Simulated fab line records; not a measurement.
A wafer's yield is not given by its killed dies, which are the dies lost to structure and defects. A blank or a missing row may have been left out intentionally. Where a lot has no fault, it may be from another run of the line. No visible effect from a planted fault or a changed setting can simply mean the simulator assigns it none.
fab line records	flow n5-finfet
record lots=7	wafers=21
route steps=1938 shown MOL_CONTACT_COAG@595 BEOL_M0_SAQP@673 BEOL_M0_CUTY@701 BEOL_M3@974 BEOL_M5@1160
start-h: hours from the record's opening day to when the first of the lot's shown wafers began	wait-h: time in hours since the lot's previous step	" identical to the entry in the row above	L1.1+2: a row that stands for several wafers	- no value present, or no start provided	* or withheld: withheld	< > ~ a bound
route shown NAME@n: NAME is a module with steps in the file, n the number in the route of the first one	usual: mean and standard deviation over wafers with no fault	same: alike in all rows	chamber/n: place in a boat	sites: readings site by site	_std_site: standard deviation across them	_edge_site: outer sites' mean less inner sites'	radius-mm: for every site, how far away it sits from the centre of the wafer	mask NAME#n: copy n	behind: tool/chamber where the wafer was last shaped	hold: what put the lot on hold/how long, in hours/how the hold closed	device: whichever transistor did not switch (one of n, p or np)	end of line: the route-end tests of the same wafers	a step given without rows: its recipe and nothing more	killed: not the wafer's yield, but the dies lost to structure and defects at the first sort	map: a wafer's dies, x killed, . not, _ none there
set.NAME: the setting as run; set.NAME@STEP: as run at that earlier step	model.NAME: the simulator's own value behind a step, which no gauge read
one table per step and one row per wafer, for lots whose settings were changed on purpose
## steps
# step N5_MOL_CONTACT_COAG_COAT_64
# recipe resist=underlayer	temp-c=205	time-s=60	spin-rpm=1500	resist-thk-nm=10
lot.wafer	tool	chamber	start-h	wait-h	set.spin-rpm	model.underlayer_of_MOL_CONTACT_COAG_COAT_64.thk-nm
L075.1+3	litho-track-03	0	-	-	1500	10
L075.2	"	0	"	"	1399	10.4
L076.2+4	litho-track-04	0	-	-	1500	10
L076.6	"	0	"	"	1562	9.8
L081.2+3+6	litho-track-02	0	-	-	1500	10
L086.1+3+5	litho-track-03	0	-	-	1500	10
L087.3+4+5	litho-track-04	0	-	-	1500	10
L091.2+3+4	litho-track-04	0	-	-	1500	10
L092.1+6	litho-track-02	0	-	-	1621	9.6
L092.4	"	0	"	"	1500	10
# step N5_MOL_CONTACT_COAG_COAT_34
# recipe resist=CAR-EUV	spin-rpm=1500	resist-thk-nm=40
# step N5_MOL_CONTACT_COAG_EBR_36
# recipe solvent=PGMEA	ebr-width-mm=1.5
# step N5_MOL_CONTACT_COAG_DESCUM_45
# recipe chemistry=O2	time-s=7	source-power-w=50	bias-power-w=20	pressure-mtorr=20	rf-frequency-hz=2.712e+07	temp-c=40	resist=CAR-EUV	o2-flow-sccm=225
# step N5_MOL_CONTACT_COAG_ETCH_65
# recipe chemistry=N2/H2	target=underlayer	target-depth-a=130	mask-material=CAR-EUV	time-s=10.4	ion-energy-ev=200	pressure-mtorr=30	source-w=840	bias-w=150	n2-flow-sccm=200	h2-flow-sccm=200	ends=cleared
lot.wafer	tool	chamber	start-h	wait-h	set.spin-rpm@MOL_CONTACT_COAG_COAT_64	model.etch.depth-nm
L075.1	rie-diel-04	0	109.36	0.0	1500	9.982
L075.2	"	2	"	"	1399	10.37
L075.3	"	3	"	"	1500	9.998
L076.2	rie-diel-02	0	112.82	0.0	1500	9.977
L076.4	"	1	"	"	1500	9.974
L076.6	"	0	"	"	1562	9.75
L081.2	rie-diel-02	2	139.65	0.0	1500	10.04
L081.3	"	3	"	"	1500	9.988
L081.6	"	1	"	"	1500	10.01
L086.1	rie-diel-05	3	176.03	0.0	1500	10.05
L086.3	"	0	"	"	1500	10.03
L086.5	"	1	"	"	1500	10.07
L087.3	rie-diel-05	0	179.24	0.0	1500	9.998
L087.4	"	3	"	"	1500	9.997
L087.5	"	1	"	"	1500	9.999
L091.2	rie-diel-02	1	203.25	0.0	1500	9.972
L091.3	"	3	"	"	1500	9.978
L091.4	"	1	"	"	1500	10
L092.1	rie-diel-02	3	211.29	0.0	1621	9.657
L092.4	"	1	"	"	1500	10.01
L092.6	"	2	"	"	1621	9.636
# step N5_BEOL_M0_SAQP_ETCH_107
# recipe chemistry=CH3F/O2	target=SiNx	target-depth-a=300	mask-material=SOC	pressure-mtorr=30	source-w=395	bias-w=73	Ar_flow_sccm=150	CH3F_flow_sccm=30	O2_flow_sccm=20	ion-energy-ev=120
# usual rf-vpp-V=298.2/2.6
lot.wafer	tool	chamber	start-h	wait-h	set.source-w	rf-vpp-V	model.BEOL_M0_SAQP.feature-depth-nm
L075.1	rie-diel-01	2	120.31	0.0	395	302.0	29.8
L075.2	"	1	"	"	395	295.0	30.2
L075.3	"	0	"	"	456	280.9	31.8
L076.2	rie-diel-03	1	121.59	0.0	374.4	308.2	29.4
L076.4	"	2	"	"	374.4	308.7	29.6
L076.6	"	1	"	"	395	299.1	30.4
L081.2	rie-diel-06	1	148.17	0.0	395	298.1	30.2
L081.3	"	3	"	"	395	299.2	30.2
L081.6	"	0	"	"	395	297.2	29.8
L086.1	rie-diel-03	2	186.46	0.0	395	300.0	29.8
L086.3	"	3	"	"	395	297.2	30
L086.5	"	2	"	"	395	299.1	30
L087.3	rie-diel-06	2	193.93	0.0	423	282.2	30.2
L087.4	"	3	"	"	395	299.3	30.4
L087.5	"	1	"	"	423	290.0	31.6
L091.2	rie-diel-03	1	213.03	0.0	343.6	322.5	28.2
L091.3	"	0	"	"	395	299.8	29.4
L091.4	"	2	"	"	395	300.2	29.8
L092.1	rie-diel-03	1	221.33	0.0	395	299.3	30
L092.4	"	1	"	"	325.6	328.6	28
L092.6	"	0	"	"	325.6	328.5	28
# step N5_BEOL_M0_SAQP_COAT_69
# recipe resist=SOC	temp-c=250	time-s=60	spin-rpm=1500	resist-thk-nm=90
lot.wafer	tool	chamber	start-h	wait-h	set.spin-rpm	model.SOC_of_BEOL_M0_SAQP_COAT_69.thk-nm
L075.1	litho-track-04	0	121.49	0.0	1415	92.4
L075.2+3	"	0	"	"	1500	89.8
L076.2	litho-track-01	0	124.04	0.0	1500	89.8
L076.4	"	0	"	"	1559	88.4
L076.6	"	0	"	"	1559	88.2
L081.2+6	litho-track-04	0	149.21	0.0	1500	89.4
L081.3	"	0	"	"	1500	89.6
L086.1+5	litho-track-01	0	190.51	0.0	1500	90.2
L086.3	"	0	"	"	1357	94.4
L087.3	litho-track-05	0	195.76	0.0	1500	89.8
L087.4+5	"	0	"	"	1500	90
L091.2	litho-track-01	0	214.09	0.0	1416	92.6
L091.3	"	0	"	"	1500	90.4
L091.4	"	0	"	"	1500	90
L092.1	litho-track-04	0	222.38	0.0	1564	88.6
L092.4	"	0	"	"	1564	88.2
L092.6	"	0	"	"	1500	90.2
# step N5_BEOL_M0_SAQP_COAT_72
# recipe resist=SiARC	temp-c=220	time-s=60	spin-rpm=1500	resist-thk-nm=15
# step N5_BEOL_M0_SAQP_COAT_87
# recipe resist=underlayer	temp-c=205	time-s=60	spin-rpm=1500	resist-thk-nm=5
# step N5_BEOL_M0_SAQP_STRIP_89
# recipe chemistry=N2/H2	temp-c=40	n2-flow-sccm=200	h2-flow-sccm=200	rf-frequency-hz=6e+07
# step N5_BEOL_M0_SAQP_ALD_48
# recipe material=SiO2	target-thk-a=200	temp-c=100	ald-precursor-family=BDEAS	ald-co-reactant=O2-plasma	pulse-time-s=1	co-reactant-pulse-time-s=1	purge-time-s=2	co-reactant-purge-time-s=2	ald-cycles=139	pressure-torr=2
# step N5_BEOL_M0_SAQP_ETCH_49
# recipe chemistry=CF4/O2	target-depth-a=370	target=SiO2	pressure-mtorr=40	source-w=535	bias-w=49	Ar_flow_sccm=100	cf4-flow-sccm=100	O2_flow_sccm=10	ion-energy-ev=100
lot.wafer	tool	chamber	start-h	wait-h	set.spin-rpm@BEOL_M0_SAQP_COAT_69	model.SOC_of_BEOL_M0_SAQP_COAT_69.thk-nm
L075.1	rie-diel-06	2	122.69	0.3	1415	73.2
L075.2	"	3	"	"	1500	70
L075.3	"	0	"	"	1500	70.2
L076.2	rie-diel-03	3	125.36	0.3	1500	70
L076.4+6	"	1,2	"	"	1559	68.8
L081.2+3	rie-diel-01	1,0	150.42	0.3	1500	70
L081.6	"	1	"	"	1500	69.8
L086.1+5	rie-diel-01	1	192.03	0.3	1500	70.6
L086.3	"	1	"	"	1357	74.8
L087.3+5	rie-diel-03	0,2	197.36	0.5	1500	70.8
L087.4	"	0	"	"	1500	71
L091.2	rie-diel-01	1	215.31	0.3	1416	73.2
L091.3	"	2	"	"	1500	71.2
L091.4	"	3	"	"	1500	70.2
L092.1	rie-diel-01	0	224.01	0.3	1564	69
L092.4	"	1	"	"	1564	68.4
L092.6	"	3	"	"	1500	70.2
# step N5_BEOL_M0_SAQP_STRIP_75
# recipe chemistry=CF4	resist=SiARC	power-w=300	bias-power-w=75	pressure-mtorr=50	cf4-flow-sccm=150	rf-frequency-hz=6e+07
# step N5_BEOL_M0_CUTY_COAT_50
# recipe resist=SiARC	temp-c=220	time-s=60	spin-rpm=1500	resist-thk-nm=15
# step N5_BEOL_M0_CUTY_DESCUM_61
# recipe chemistry=O2	time-s=7.9	source-power-w=50	bias-power-w=20	pressure-mtorr=20	rf-frequency-hz=2.712e+07	temp-c=40	resist=CAR-ArF-block	o2-flow-sccm=225
# step N5_BEOL_M0_CUTY_ETCH_62
# recipe chemistry=CF4	target=SiARC	mask-material=CAR-ArF-block	time-s=58.5	ion-energy-ev=80	pressure-mtorr=40	source-w=545	bias-w=36	Ar_flow_sccm=100	cf4-flow-sccm=100	ends=cleared
# step N5_BEOL_M0_CUTY_ETCH_63
# recipe chemistry=N2/H2	target=SOC	target-depth-a=827	overetch-a=165	mask-material=SiARC	temp-c=40	ion-energy-ev=200	time-s=124	pressure-mtorr=30	source-w=840	bias-w=150	n2-flow-sccm=200	h2-flow-sccm=200
lot.wafer	tool	chamber	start-h	wait-h	set.spin-rpm@BEOL_M0_SAQP_COAT_69	model.etch.depth-nm
L075.1	rie-diel-04	1	123.23	0.0	1415	73.29
L075.2	"	0	"	"	1500	70.02
L075.3	"	3	"	"	1500	70.25
L076.2	rie-diel-05	2	126.27	0.0	1500	70.05
L076.4	"	3	"	"	1559	68.78
L076.6	"	3	"	"	1559	68.76
L081.2	rie-diel-02	0	151.02	0.0	1500	69.98
L081.3	"	3	"	"	1500	70.09
L081.6	"	1	"	"	1500	69.78
L086.1	rie-diel-05	3	192.98	0.0	1500	70.61
L086.3	"	0	"	"	1357	74.87
L086.5	"	0	"	"	1500	70.6
L087.3	rie-diel-04	0	198.45	0.0	1500	70.76
L087.4	"	0	"	"	1500	71.08
L087.5	"	2	"	"	1500	70.77
L091.2	rie-diel-02	1	216.03	0.0	1416	73.15
L091.3	"	2	"	"	1500	71.19
L091.4	"	1	"	"	1500	70.12
L092.1	rie-diel-05	0	225.00	0.0	1564	69.05
L092.4	"	3	"	"	1564	68.5
L092.6	"	0	"	"	1500	70.28
# step N5_BEOL_M3_ETCH_70
# recipe chemistry=N2/H2	target=SOC	target-depth-a=800	overetch-a=160	mask-material=SiARC	temp-c=40	time-s=120	ion-energy-ev=200	pressure-mtorr=30	source-w=840	bias-w=150	n2-flow-sccm=200	h2-flow-sccm=200
# usual rf-vpp-V=525.6/2.4
lot.wafer	tool	chamber	start-h	wait-h	set.source-w	rf-vpp-V	model.SiARC_of_BEOL_M3_COAT_68.thk-nm
L075.1	rie-diel-01	3	157.67	0.0	840	521.9	6.2
L075.2	"	0	"	"	960.9	503.3	6
L075.3	"	2	"	"	960.9	501.4	5.8
L076.2	rie-diel-01	2	164.63	0.0	840	526.4	6.2
L076.4	"	2	"	"	840	526.1	6.2
L076.6	"	1	"	"	894.5	516.6	6
L081.2	rie-diel-03	1	190.79	0.0	840	527.4	6.4
L081.3	"	0	"	"	840	527.4	6.4
L081.6	"	1	"	"	840	526.7	6.4
L086.1	rie-diel-06	0	224.68	0.0	976	501.5	6
L086.3	"	1	"	"	976	498.7	5.8
L086.5	"	3	"	"	840	525.6	6.4
L087.3	rie-diel-03	1	228.73	0.0	888	517.7	6.4
L087.4	"	1	"	"	840	527.3	6.4
L087.5	"	0	"	"	888	519.1	6.2
L091.2	rie-diel-01	3	256.25	0.0	840	522.4	6.4
L091.3	"	0	"	"	739.4	548.9	6.8
L091.4	"	3	"	"	840	521.3	6.4
L092.1	rie-diel-01	1	262.77	0.0	802	535.4	6.4
L092.4	"	0	"	"	802	534.8	6.4
L092.6	"	3	"	"	840	521.3	6.4
# step N5_BEOL_M3_ETCH_41
# recipe chemistry=CH3F/O2	target=SiCN	target-depth-a=299	taper-deg=2	time-s=52.5	ion-energy-ev=120	mask-material=TiN	pressure-mtorr=30	source-w=395	bias-w=75	Ar_flow_sccm=150	CH3F_flow_sccm=30	O2_flow_sccm=20
lot.wafer	tool	chamber	start-h	wait-h	set.target-depth-a	model.etch.depth-nm
L075.1	rie-diel-01	3	-	-	288	19.59
L075.2	"	0	"	"	288	19.15
L075.3	"	2	"	"	299	19.95
L076.2	rie-diel-01	2	-	-	277.8	18.56
L076.4	"	2	"	"	277.8	18.55
L076.6	"	1	"	"	299	20.17
L081.2	rie-diel-03	1	-	-	299	19.7
L081.3	"	0	"	"	299	19.74
L081.6	"	1	"	"	299	19.69
L086.1	rie-diel-06	0	-	-	299	20.1
L086.3	"	1	"	"	329.8	22.23
L086.5	"	3	"	"	299	20.08
L087.3	rie-diel-03	1	-	-	271.2	17.88
L087.4	"	1	"	"	271.2	17.89
L087.5	"	0	"	"	271.2	17.77
L091.2	rie-diel-01	3	-	-	271.9	18.31
L091.3	"	0	"	"	271.9	18.23
L091.4	"	3	"	"	271.9	18.4
L092.1	rie-diel-01	1	-	-	299	20.04
L092.4	"	0	"	"	299	19.84
L092.6	"	3	"	"	299	20.06
# step N5_BEOL_M5_TRENCH_ETCH_37
# recipe chemistry=C4F6/O2	target-depth-a=716.52	target=SiCOH_lowk	time-s=24.7	ion-energy-ev=250	pressure-mtorr=30	source-w=345	bias-w=185	Ar_flow_sccm=300	C4F6_flow_sccm=10	O2_flow_sccm=10
lot.wafer	tool	chamber	start-h	wait-h	set.time-s	model.etch.depth-nm	model.BEOL_M5.feature-depth-nm
L075.1	rie-diel-03	0	-	-	24.7	70.42	70.4
L075.2	"	3	"	"	24.7	71.64	71.6
L075.3	"	2	"	"	24.7	70.71	70.8
L076.2	rie-diel-03	1	-	-	24.7	70.66	70.6
L076.4	"	3	"	"	22.98	66.94	67
L076.6	"	1	"	"	24.7	70.8	70.8
L081.2	rie-diel-03	1	-	-	24.7	70.35	70.4
L081.3	"	0	"	"	24.7	69.9	69.8
L081.6	"	2	"	"	24.7	70.84	70.8
L086.1	rie-diel-03	0	-	-	24.7	70.97	71
L086.3	"	1	"	"	24.7	71.08	71
L086.5	"	1	"	"	24.7	71.12	71.2
L087.3	rie-diel-01	3	-	-	27.43	80.78	80.8
L087.4	"	1	"	"	27.43	81	81
L087.5	"	2	"	"	27.43	79.3	79.2
L091.2	rie-diel-03	0	-	-	24.7	70.39	70.4
L091.3	"	3	"	"	24.7	71.09	71
L091.4	"	1	"	"	24.7	69.96	70
L092.1	rie-diel-03	2	-	-	24.7	71	71
L092.4	"	0	"	"	24.7	69.84	69.8
L092.6	"	2	"	"	26.65	76.27	76.2
# step N5_BEOL_M5_ETCH_41
# recipe chemistry=CH3F/O2	target=SiCN	target-depth-a=315	taper-deg=2	time-s=56.7	ion-energy-ev=120	mask-material=TiN	pressure-mtorr=30	source-w=395	bias-w=75	Ar_flow_sccm=150	CH3F_flow_sccm=30	O2_flow_sccm=20
# usual rf-vpp-V=298.5/1.2
lot.wafer	tool	chamber	start-h	wait-h	set.source-w	rf-vpp-V	model.etch.depth-nm
L075.1	rie-diel-03	0	-	-	395	300.0	20.94
L075.2	"	3	"	"	327.1	316.4	19.91
L075.3	"	2	"	"	395	300.3	21.09
L076.2	rie-diel-03	1	-	-	395	299.9	21.26
L076.4	"	3	"	"	395	297.6	21.36
L076.6	"	1	"	"	395	298.7	21.29
L081.2	rie-diel-03	1	-	-	395	299.8	21.31
L081.3	"	0	"	"	395	298.2	21.4
L081.6	"	2	"	"	395	298.6	21.6
L086.1	rie-diel-03	0	-	-	395	297.9	21.26
L086.3	"	1	"	"	422.2	290.7	21.79
L086.5	"	1	"	"	395	297.8	21.16
L087.3	rie-diel-01	3	-	-	395	297.1	21.92
L087.4	"	1	"	"	447.8	288.6	23.01
L087.5	"	2	"	"	447.8	286.1	22.71
L091.2	rie-diel-03	0	-	-	462.3	283.2	22.67
L091.3	"	3	"	"	395	298.8	21.69
L091.4	"	1	"	"	462.3	282.6	22.64
L092.1	rie-diel-03	2	-	-	356.7	308.7	20.48
L092.4	"	0	"	"	356.7	309.2	20.24
L092.6	"	2	"	"	356.7	307.7	20.48
# step N5_BEOL_M5_STRIP_91
# recipe chemistry=N2/H2	time-s=10	power-w=450	temp-c=40	pressure-mtorr=20	rf-frequency-hz=6e+07	bias-power-w=7	n2-flow-sccm=200	h2-flow-sccm=200
# step N5_BEOL_M5_OCD_MEAS_38
# usual trench-depth-nm=71.4/1.1
lot.wafer	tool	chamber	start-h	wait-h	set.time-s@BEOL_M5_TRENCH_ETCH_37	trench-depth-nm
L075.1	ocd-01	-	180.72	-	24.7	70.1
L075.2	"	-	"	"	24.7	71.4
L075.3	"	-	"	"	24.7	70.5
L076.2	ocd-02	-	182.19	-	24.7	70.4
L076.4	"	-	"	"	22.98	66.9
L076.6	"	-	"	"	24.7	71.1
L081.2	ocd-01	-	210.20	-	24.7	70.2
L081.3	"	-	"	"	24.7	69.4
L081.6	"	-	"	"	24.7	70.8
L086.1	ocd-02	-	245.05	-	24.7	70.8
L086.3	"	-	"	"	24.7	71.2
L086.5	"	-	"	"	24.7	71.4
L087.3	ocd-02	-	252.60	-	27.43	81.0
L087.4	"	-	"	"	27.43	81.1
L087.5	"	-	"	"	27.43	79.8
L091.2	ocd-01	-	277.35	-	24.7	70.5
L091.3	"	-	"	"	24.7	71.3
L091.4	"	-	"	"	24.7	70.1
L092.1	ocd-01	-	280.00	-	24.7	70.8
L092.4	"	-	"	"	24.7	70.2
L092.6	"	-	"	"	26.65	75.6
# step N5_BEOL_M5_SPUTTER_83
# recipe material=Cu	target-thk-a=150	temp-c=-20	chamber-pressure-pa=0.07	power-w=withheld	time-s=27.62
lot.wafer	tool	chamber	start-h	wait-h	set.time-s
L075.1+2	pvd-sputter-02	-	184.62	0.5	27.62
L075.3	"	-	"	"	29.96
L076.2+4+6	pvd-sputter-02	-	189.39	0.5	27.62
L081.2+3+6	pvd-sputter-02	-	213.97	0.5	27.62
L086.1+5	pvd-sputter-02	-	250.13	0.5	27.62
L086.3	"	-	"	"	25.53
L087.3	pvd-sputter-02	-	257.80	0.5	24.53
L087.4+5	"	-	"	"	27.62
L091.2+3	pvd-sputter-01	-	280.78	0.5	30.38
L091.4	"	-	"	"	27.62
L092.1	pvd-sputter-03	-	283.63	0.5	30.53
L092.4+6	"	-	"	"	27.62
# step N5_BEOL_M5_ANNEAL_84
# recipe temp-c=400	time-s=1800	ambient=vacuum
# step N5_BEOL_M5_SPUTTER_88
# recipe material=Cu	target-thk-a=150	temp-c=-20	chamber-pressure-pa=0.07	power-w=withheld	time-s=27.62
# step N5_BEOL_M5_ECD_50
# recipe material=Cu	target-thk-a=3000
# step N5_BEOL_M5_ANNEAL_51
# recipe temp-c=225	time-s=90	ambient=N2
# step N5_BEOL_M5_CMP_52
# recipe stop-on=SiCOH_lowk	t-overpolish-s=6.9	down-force-psi=1	platen-rpm=50	clearing-platen-down-force-psi=1.5	clearing-platen-rpm=50	post-cmp-clean=cu-alkaline	target-thk-nm=62	clearing-platen-pad-velocity-m-s=0.99484	pad-velocity-m-s=0.99484
lot.wafer	tool	chamber	start-h	wait-h	set.time-s@BEOL_M5_TRENCH_ETCH_37	model.Cu_of_BEOL_M5_ECD_50.thk-nm
L075.3	cmp-03	2	187.31	0.2	24.7	-
L075.1	"	0	"	"	24.7	62.2
L075.2	"	1	"	"	24.7	63.4
L076.4	cmp-03	3	192.10	0.2	22.98	58
L076.2	"	0	"	"	24.7	61.6
L076.6	"	3	"	"	24.7	61.4
L081.2	cmp-04	0	216.65	0.2	24.7	59.6
L081.3	"	2	"	"	24.7	59.2
L081.6	"	1	"	"	24.7	61.6
L086.3	cmp-04	0	252.81	0.2	24.7	-
L086.1	"	1	"	"	24.7	60.2
L086.5	"	1	"	"	24.7	61.2
L087.4	cmp-03	3	260.51	0.2	27.43	70.6
L087.3	"	0	"	"	27.43	-
L087.5	"	3	"	"	27.43	68.6
L091.2+3	cmp-03	0,2	283.47	0.2	24.7	-
L091.4	"	3	"	"	24.7	61.2
L092.1	cmp-04	2	286.31	0.3	24.7	-
L092.4	"	1	"	"	24.7	59.8
L092.6	"	3	"	"	26.65	66.6
# step N5_BEOL_M5_PRE_CLEAN_77
# recipe gas=NH3/H2	time-s=15	temp-c=*	rf-power-w=300
# step N5_BEOL_M5_PRE_CLEAN_55
# recipe gas=NH3	time-s=15	temp-c=withheld	rf-power-w=300
# step N5_BEOL_M5_DEP_56
# recipe material=SiCN	target-thk-a=80	temp-c=withheld	precursor=3MS/NH3	pressure-torr=3	rf-w=202	time-s=14
# step N5_BEOL_M5_RS_MEAS_57
# recipe thk-meas-gauge=four-point-probe	reads=Co_of_BEOL_M5_CO_CAP_78+Cu_of_BEOL_M5_ECD_50+Co_of_BEOL_M5_CVD_47+TaN_of_BEOL_M5_ALD_86
# usual M5_RS=0.391/0.012
lot.wafer	tool	chamber	start-h	wait-h	set.time-s@BEOL_M5_TRENCH_ETCH_37	M5_RS[ohm/sq]
L075.1	film-metro-01	-	187.86	0.0	24.7	0.386
L075.2	"	-	"	"	24.7	0.376
L075.3	"	-	"	"	24.7	0.393
L076.2	film-metro-02	-	192.64	0.1	24.7	0.390
L076.4	"	-	"	"	22.98	0.420
L076.6	"	-	"	"	24.7	0.392
L081.2	film-metro-02	-	217.32	0.1	24.7	0.405
L081.3	"	-	"	"	24.7	0.409
L081.6	"	-	"	"	24.7	0.389
L086.1	film-metro-01	-	253.36	0.0	24.7	0.401
L086.3	"	-	"	"	24.7	0.390
L086.5	"	-	"	"	24.7	0.394
L087.3	film-metro-01	-	261.03	0.1	27.43	0.329
L087.4	"	-	"	"	27.43	0.332
L087.5	"	-	"	"	27.43	0.342
L091.2	film-metro-02	-	284.03	0.1	24.7	0.392
L091.3	"	-	"	"	24.7	0.387
L091.4	"	-	"	"	24.7	0.394
L092.1	film-metro-02	-	286.86	0.0	24.7	0.401
L092.4	"	-	"	"	24.7	0.406
L092.6	"	-	"	"	26.65	0.355
## key
split step=N5_MOL_CONTACT_COAG_COAT_64	setting=spin-rpm	stated=1500	by=wafer
response step=N5_MOL_CONTACT_COAG_COAT_64	reading=model.underlayer_of_MOL_CONTACT_COAG_COAT_64.thk-nm	change=-0.0529	per=1%	r=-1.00
response step=N5_MOL_CONTACT_COAG_ETCH_65	reading=model.etch.depth-nm	change=-0.0501	per=1%	r=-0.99
split step=N5_BEOL_M0_SAQP_ETCH_107	setting=source-w	stated=395	by=wafer
response step=N5_BEOL_M0_SAQP_ETCH_107	reading=rf-vpp-V	change=-1.54	per=1%	r=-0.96
response step=N5_BEOL_M0_SAQP_ETCH_107	reading=model.BEOL_M0_SAQP.feature-depth-nm	change=+0.113	per=1%	r=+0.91
split step=N5_BEOL_M0_SAQP_COAT_69	setting=spin-rpm	stated=1500	by=wafer
response step=N5_BEOL_M0_SAQP_COAT_69	reading=model.SOC_of_BEOL_M0_SAQP_COAT_69.thk-nm	change=-0.435	per=1%	r=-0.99
response step=N5_BEOL_M0_SAQP_ETCH_49	reading=model.SOC_of_BEOL_M0_SAQP_COAT_69.thk-nm	change=-0.44	per=1%	r=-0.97
response step=N5_BEOL_M0_CUTY_ETCH_63	reading=model.etch.depth-nm	change=-0.447	per=1%	r=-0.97
split step=N5_BEOL_M3_ETCH_70	setting=source-w	stated=840	by=wafer
response step=N5_BEOL_M3_ETCH_70	reading=rf-vpp-V	change=-1.69	per=1%	r=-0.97
response step=N5_BEOL_M3_ETCH_70	reading=model.SiARC_of_BEOL_M3_COAT_68.thk-nm	change=-0.0269	per=1%	r=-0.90
split step=N5_BEOL_M3_ETCH_41	setting=target-depth-a	stated=299	by=wafer
response step=N5_BEOL_M3_ETCH_41	reading=model.etch.depth-nm	change=+0.21	per=1%	r=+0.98
split step=N5_BEOL_M5_TRENCH_ETCH_37	setting=time-s	stated=24.7	by=wafer
response step=N5_BEOL_M5_TRENCH_ETCH_37	reading=model.etch.depth-nm	change=+0.655	per=1%	r=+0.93
response step=N5_BEOL_M5_TRENCH_ETCH_37	reading=model.BEOL_M5.feature-depth-nm	change=+0.646	per=1%	r=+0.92
response step=N5_BEOL_M5_OCD_MEAS_38	reading=trench-depth-nm	change=+0.606	per=1%	r=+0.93
response step=N5_BEOL_M5_CMP_52	reading=model.Cu_of_BEOL_M5_ECD_50.thk-nm	change=+0.679	per=1%	r=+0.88
response step=N5_BEOL_M5_RS_MEAS_57	reading=M5_RS	change=-0.00526	per=1%	r=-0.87
split step=N5_BEOL_M5_ETCH_41	setting=source-w	stated=395	by=wafer
response step=N5_BEOL_M5_ETCH_41	reading=rf-vpp-V	change=-0.899	per=1%	r=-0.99
response step=N5_BEOL_M5_ETCH_41	reading=model.etch.depth-nm	change=+0.0641	per=1%	r=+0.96
split step=N5_BEOL_M5_SPUTTER_83	setting=time-s	stated=27.62	by=wafer
response none clear
